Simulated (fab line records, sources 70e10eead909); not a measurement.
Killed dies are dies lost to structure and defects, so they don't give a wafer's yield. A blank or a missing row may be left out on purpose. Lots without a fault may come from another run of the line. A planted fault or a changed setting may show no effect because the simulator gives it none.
A struck lot beside a sound one | flow nand_harc | 25 steps out of a route of 1302
Sound: wafers L650.2, L650.3, L650.6. Struck: wafers L659.2, L659.3, L659.5. The cause comes at the end.
At each step with rows: each side's tool, then ch and its chambers, then its first start. Under that, the readings that differ: sound wafers | struck wafers | difference of the means | sigmas: that difference in standard deviations of wafers without a fault.
alike: readings whose means differ by less than 2 such deviations, and words and numbers that are the same on both sides. not compared: withheld readings, readings that some wafer has no value for, bounds like >300 that may hide the same value, and numbers for which the record gives no deviation and whose values overlap.
The two part at a step that has a row with sigmas, a row that says differs or no value, or rows on one side only. Numbers that don't overlap but have no deviation are shown without sigmas and don't part them. A reading that every wafer of one side lacks parts them only if that side has two wafers or more.

first, 6 steps without rows for these wafers: NHARC_P_GATE_COAT_85; NHARC_P_GATE_SOFTBAKE_86 (time 95 s); NHARC_P_GATE_EBR_87; NHARC_P_GATE_EXPOSE_88 (exposes mask P HVN, target cd 2000 nm); NHARC_P_GATE_PEB_89 (peb time 85 s); NHARC_P_GATE_DEVELOP_90 (time 70 s).
NHARC_P_GATE_CD_MEAS_91: target cd 2000 nm.
  sound on cd_sem-03 ch 0, day 5 16:29; struck on cd_sem-01 ch 0, day 9 14:22
  alike: cd_nm
then, 3 steps without rows for these wafers: NHARC_P_GATE_HARDBAKE_92 (time 80 s); NHARC_P_GATE_DESCUM_93 (chemistry O2, time 3 s); NHARC_P_GATE_IMPLANT_94.
NHARC_P_GATE_STRIP_113: strips in N2/H2, time 740 s.
  sound on plasma_asher-01 ch 0,1, day 5 17:01; struck on plasma_asher-02 ch 0,1, day 9 14:53
  reading                     | sound          | struck         | difference | sigmas
  drypump_motor_current_A (A) | 5.86 6.18 5.86 | 6.43 6.46 6.33 | +0.44      | +2
  heater_power_w (W)          | 83 82 82       | 101 100 98     | +17        | +2
  not compared: rf_hours_counter_h
NHARC_P_GATE_STRIP_95: strips in O2.
  sound on plasma_asher-01 ch 0,1, day 5 17:44; struck on plasma_asher-02 ch 0,1, day 9 15:35
  reading                     | sound          | struck         | difference | sigmas
  drypump_motor_current_A (A) | 5.87 6.17 5.86 | 6.42 6.46 6.31 | +0.43      | +2
  heater_power_w (W)          | 321 297 310    | 393 387 366    | +73        | +2
  not compared: rf_hours_counter_h
NHARC_P_GATE_STRIP_96: strips in SPM, time 900 s.
  sound on wet_bench-07 ch 0,3,4, day 5 17:57; struck on wet_bench-07 ch 2,5,6, day 9 15:48
then, 2 steps without rows for these wafers: NHARC_P_GATE_RTA_64 (time 1 s); NHARC_P_GATE_ETCH_77 (etches SiO2 in dHF, target depth 6 nm).
NHARC_P_GATE_DEGAS_109: time 60 s.
  sound on pvd_sputter-01, day 5 18:41; struck on pvd_sputter-02, day 9 16:28
  alike: heater_power_w, susceptor_temp_C
then, 3 steps without rows for these wafers: NHARC_P_GATE_PRE_CLEAN_110 (time 30 s); NHARC_P_GATE_SPUTTER_78 (material Ni, target thk 10 nm); NHARC_P_GATE_SPUTTER_79 (material TiN, target thk 10 nm).
NHARC_P_GATE_RTA_80: time 30 s.
  sound on rtp_anneal-02 ch 0, day 5 19:01; struck on rtp_anneal-02 ch 0, day 9 16:47
  alike: lamp_power_pct, wafer_temp_C_max
then, 1 step without rows for these wafers: NHARC_P_GATE_STRIP_67 (strips in SPM, time 600 s).
NHARC_P_GATE_RTA_82: time 30 s.
  sound on rtp_anneal-01 ch 0, day 5 19:28; struck on rtp_anneal-01 ch 0, day 9 17:15
  alike: lamp_power_pct, wafer_temp_C_max
NHARC_P_GATE_INSPECT_68:
  sound on defect_inspect-01, day 5 19:38; struck on defect_inspect-02, day 9 17:25
  reading          | sound       | struck      | difference | sigmas
  raw_defect_count | 203 309 188 | 391 370 475 | +179       | +2
then, 1 step without rows for these wafers: NHARC_P_CONTACT_DEP_30 (deposits SiNx, target thk 30 nm).
-- the record jumps here: 19 days lie between the struck wafers' starts before and after (it left off in module P_CONTACT and takes up again in module END, whose first step shown is number 1302 of the route) --
NHARC_END_SORT_01:
  the record has rows for the struck wafers here (prober-01 ch 0, day 28 08:03) and none for the sound ones

WHERE THEY PART
First at NHARC_P_GATE_STRIP_113; last, within this record, at NHARC_END_SORT_01.

WHY: what the simulator had put in
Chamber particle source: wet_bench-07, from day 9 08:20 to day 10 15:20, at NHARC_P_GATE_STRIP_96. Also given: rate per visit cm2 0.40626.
